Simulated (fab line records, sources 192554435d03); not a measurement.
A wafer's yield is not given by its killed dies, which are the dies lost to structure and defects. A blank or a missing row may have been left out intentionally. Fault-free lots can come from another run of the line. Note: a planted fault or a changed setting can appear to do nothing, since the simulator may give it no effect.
The tool behind it: which one? ; flow n5_finfet ; 10 lots (30 wafers sampled), 1 step of a 1938-step route

WHAT THE GAUGES SHOWED, per wafer
N5_BEOL_M15_INSPECT_30: inspects for defects (macro). Usual: 1.9 for raw_defect_count, sd 1.4.
lot;measured;on;raw_defect_count;flag
L171;day 11 02:08;defect_inspect-01;3 2 2;
L173;day 11 04:46;defect_inspect-01;2 2 1;
L172;day 11 20:10;defect_inspect-02;0 3 0;
L174;day 12 06:26;defect_inspect-01;2 3 2;
L177;day 13 09:10;defect_inspect-01;3 2 2;
L181;day 14 02:08;defect_inspect-02;0 2 1;
L182;day 14 22:17;defect_inspect-01;1 1 3;
L191;day 16 21:38;defect_inspect-02;4 0 1;
L192;day 17 03:19;defect_inspect-02;3 1 5;
L193;day 17 07:53;defect_inspect-02;3 2 1;

WHICH TOOL RAN EACH LOT (tool, then ch and the chambers of the sampled wafers, then the start)
The record holds no process step before these readings.

AS READ BY THE TOOLS THEMSELVES (means over the sampled wafers that have a number; for cases with no such wafer, the mark the record gives instead)
The record holds no such reading with a usual standard deviation.

THE ANSWER, worked out from the rows above alone
Rule: a lot counts as off when the mean over its wafers that have a number is more than 3 standard deviations away from the usual mean. Also off: a lot with no number at a reading for which 4 or more lots have one. Any other lot the step has rows for is counted as sound. The gauges are gone through in route order, then the tools' own readings, and for those a lot's mean is taken as printed above. The first step at which some lot is off is used, and at that step the reading that is off furthest; a lot without a number counts as furthest.
Across all readings shown, no lot is off: no conclusion can be drawn from this.

WHAT THE SIMULATOR PUT IN
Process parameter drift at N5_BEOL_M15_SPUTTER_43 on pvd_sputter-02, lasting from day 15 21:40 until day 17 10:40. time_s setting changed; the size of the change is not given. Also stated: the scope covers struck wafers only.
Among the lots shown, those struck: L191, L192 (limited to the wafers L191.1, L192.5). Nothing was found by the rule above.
